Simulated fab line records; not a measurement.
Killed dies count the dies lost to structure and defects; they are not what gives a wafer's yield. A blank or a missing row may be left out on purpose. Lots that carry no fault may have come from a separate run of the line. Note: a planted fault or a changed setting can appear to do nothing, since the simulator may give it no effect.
Which tool did it? | flow n5 finfet | Sampling: 11 lots, 31 wafers, 4 of 1938 route steps

WHAT THE GAUGES READ, wafer by wafer
The record holds no reading of a measuring or inspecting step that can be judged against a usual standard deviation.

WHICH TOOL RAN EACH LOT (tool, then ch and the chambers of the sampled wafers, then the start)
lot  | N5_BEOL_M9_DESCUM_33               | N5_BEOL_M9_ETCH_76                 | N5_BEOL_M9_HM_STRIP_39              | N5_BEOL_M9_SURFACE_TREAT_79
L481 | rie diel-06 ch 0,1,2, day 10 01:44 | rie diel-06 ch 0,1,2, day 10 01:46 | wet bench-06 ch 2,4,5, day 10 02:13 | pvd sputter-02, day 10 03:24
L484 | rie diel-06 ch 1,2, day 10 05:40   | rie diel-06 ch 1,2, day 10 05:43   | wet bench-06 ch 2,5,6, day 10 06:10 | pvd sputter-02, day 10 07:12
L483 | rie diel-01 ch 0,1, day 10 08:49   | rie diel-01 ch 0,1, day 10 08:51   | wet bench-06 ch 4,6,7, day 10 09:18 | pvd sputter-01, day 10 10:21
L485 | rie diel-06 ch 2,3, day 11 03:11   | rie diel-06 ch 2,3, day 11 03:14   | wet bench-04 ch 1,6,7, day 11 03:41 | pvd sputter-03, day 11 05:06
L486 | rie diel-01 ch 0,2, day 11 04:47   | rie diel-01 ch 0,2, day 11 04:49   | wet bench-05 ch 4,5,6, day 11 05:17 | pvd sputter-03, day 11 06:46
L488 | rie diel-01 ch 0,3, day 11 14:45   | rie diel-01 ch 0,3, day 11 14:47   | wet bench-04 ch 2,4,5, day 11 15:14 | pvd sputter-03, day 11 16:42
L489 | rie diel-06 ch 1,2, day 12 01:17   | rie diel-06 ch 1,2, day 12 01:19   | wet bench-06 ch 3,6, day 12 01:46   | pvd sputter-02, day 12 03:29
L490 | rie diel-01 ch 0,1, day 12 08:28   | rie diel-01 ch 0,1, day 12 08:30   | wet bench-05 ch 0,2,5, day 12 08:57 | pvd sputter-01, day 12 09:58
L496 | rie diel-01 ch 0,1,3, day 13 18:08 | rie diel-01 ch 0,1,3, day 13 18:10 | wet bench-05 ch 4,6,7, day 13 18:37 | pvd sputter-01, day 13 20:37
L501 | rie diel-01 ch 0,1,2, day 14 20:19 | rie diel-01 ch 0,1,2, day 14 20:20 | wet bench-06 ch 1,2,3, day 14 20:48 | pvd sputter-03, day 14 21:56
L504 | rie diel-06 ch 2, day 16 08:32     | rie diel-06 ch 2, day 16 08:34     | wet bench-04 ch 1,4, day 16 09:01   | pvd sputter-02, day 16 09:56
- N5_BEOL_M9_DESCUM_33: chemistry O2, time 7 s.
- N5_BEOL_M9_ETCH_76: etches underlayer in N2/H2, target depth 6.5 nm, time 5.2 s.
- N5_BEOL_M9_HM_STRIP_39: strips TiN in peroxide tin strip, target depth 25 nm, time 158 s.
- N5_BEOL_M9_SURFACE_TREAT_79

AS READ BY THE TOOLS THEMSELVES (means over the sampled wafers that have a number; for cases with no such wafer, the mark the record gives instead)
N5_BEOL_M9_DESCUM_33.
lot  | tool        | drypump motor current A (A) | oes product au (a.u.) | rf vpp V (V) | showerhead plenum p Torr (Torr) | throttle valve pct (%)
L481 | rie diel-06 | 5.6                         | 0.79                  | 244.0        | 2.12                            | 20.31
L484 | rie diel-06 | 5.4                         | 0.78                  | 242.8        | 2.10                            | 20.40
L483 | rie diel-01 | 6.1                         | 0.80                  | 242.9        | 2.16                            | 20.69
L485 | rie diel-06 | 5.4                         | 0.74                  | 242.6        | 2.06                            | 20.55
L486 | rie diel-01 | 5.6                         | 0.73                  | 242.9        | 2.10                            | 20.48
L488 | rie diel-01 | 5.8                         | 0.76                  | 244.1        | 2.14                            | 20.26
L489 | rie diel-06 | 5.4                         | 0.80                  | 243.1        | 2.11                            | 20.34
L490 | rie diel-01 | 6.0                         | 0.92                  | 244.2        | 2.16                            | 20.61
L496 | rie diel-01 | 6.0                         | 0.81                  | 243.8        | 2.14                            | 20.46
L501 | rie diel-01 | 5.8                         | 0.87                  | 243.4        | 2.12                            | 20.50
L504 | rie diel-06 | 5.5                         | 0.67                  | 242.8        | 2.07                            | 20.66

N5_BEOL_M9_ETCH_76.
lot  | tool        | drypump motor current A (A) | etch rf on time s (s) | oes product au (a.u.) | rf vpp V (V) | showerhead plenum p Torr (Torr) | throttle valve pct (%)
L481 | rie diel-06 | 5.6                         | 5.41                  | 0.66                  | 524.2        | 2.59                            | 17.79
L484 | rie diel-06 | 5.5                         | 5.43                  | 0.66                  | 522.6        | 2.55                            | 17.77
L483 | rie diel-01 | 6.1                         | 5.28                  | 0.68                  | 524.8        | 2.61                            | 18.15
L485 | rie diel-06 | 5.5                         | 5.26                  | 0.63                  | 523.4        | 2.50                            | 18.00
L486 | rie diel-01 | 5.6                         | 5.22                  | 0.62                  | 523.9        | 2.53                            | 17.93
L488 | rie diel-01 | 5.9                         | 5.16                  | 0.66                  | 525.4        | 2.61                            | 17.80
L489 | rie diel-06 | 5.4                         | 5.35                  | 0.68                  | 524.1        | 2.55                            | 17.70
L490 | rie diel-01 | 6.0                         | 5.16                  | 0.78                  | 525.5        | 2.61                            | 18.01
L496 | rie diel-01 | 6.0                         | 5.21                  | 0.70                  | 525.0        | 2.60                            | 17.95
L501 | rie diel-01 | 5.8                         | 5.20                  | 0.75                  | 523.3        | 2.56                            | 17.90
L504 | rie diel-06 | 5.5                         | 5.31                  | 0.57                  | 523.3        | 2.51                            | 18.08

N5_BEOL_M9_HM_STRIP_39.
lot  | tool         | run length s (s)
L481 | wet bench-06 | 163.5
L484 | wet bench-06 | 163.9
L483 | wet bench-06 | 163.8
L485 | wet bench-04 | 164.1
L486 | wet bench-05 | 171.9
L488 | wet bench-04 | 162.7
L489 | wet bench-06 | 164.8
L490 | wet bench-05 | 165.1
L496 | wet bench-05 | 154.5
L501 | wet bench-06 | 164.2
L504 | wet bench-04 | 163.6

THE ANSWER, worked out from the rows above alone
Rule: the usual values come from the lots themselves. The widest of any qualifying gaps counts: lots, ordered by their means at a reading, are off when they make up no more than a third of the lots, leave a main group of 4 or more, and stand apart from it by 3 or more times the standard deviation of that group's means. Not used: any main group whose means are identical at the precision the tables above print for the reading. Also off: a lot with no number at a reading for which 4 or more lots have one. Where the step has rows for the other lots, those lots are counted as sound. Order of review: gauges by route order, followed by the tools' own readings, for which a lot's mean as printed above is used. At the first step where some lot is off, the reading lying furthest off is the one used; lots without a number count as furthest.
Off, at N5_BEOL_M9_HM_STRIP_39 on run length s: L496. Mean 164.8 s and standard deviation 2.5 in the main group.
A tool fits if, at that step or a process step before it, it ran every lot that is off, and no sound lot after the first of them. One fits: wet bench-05 at N5_BEOL_M9_HM_STRIP_39. Its last sound lot is L490 (day 12 08:57), its first lot that is off L496 (day 13 18:37): a fault that began between those two fits.

WHAT HAD BEEN PUT IN BY THE SIMULATOR
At N5_BEOL_M9_HM_STRIP_39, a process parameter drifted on wet bench-05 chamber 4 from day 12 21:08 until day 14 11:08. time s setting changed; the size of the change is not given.
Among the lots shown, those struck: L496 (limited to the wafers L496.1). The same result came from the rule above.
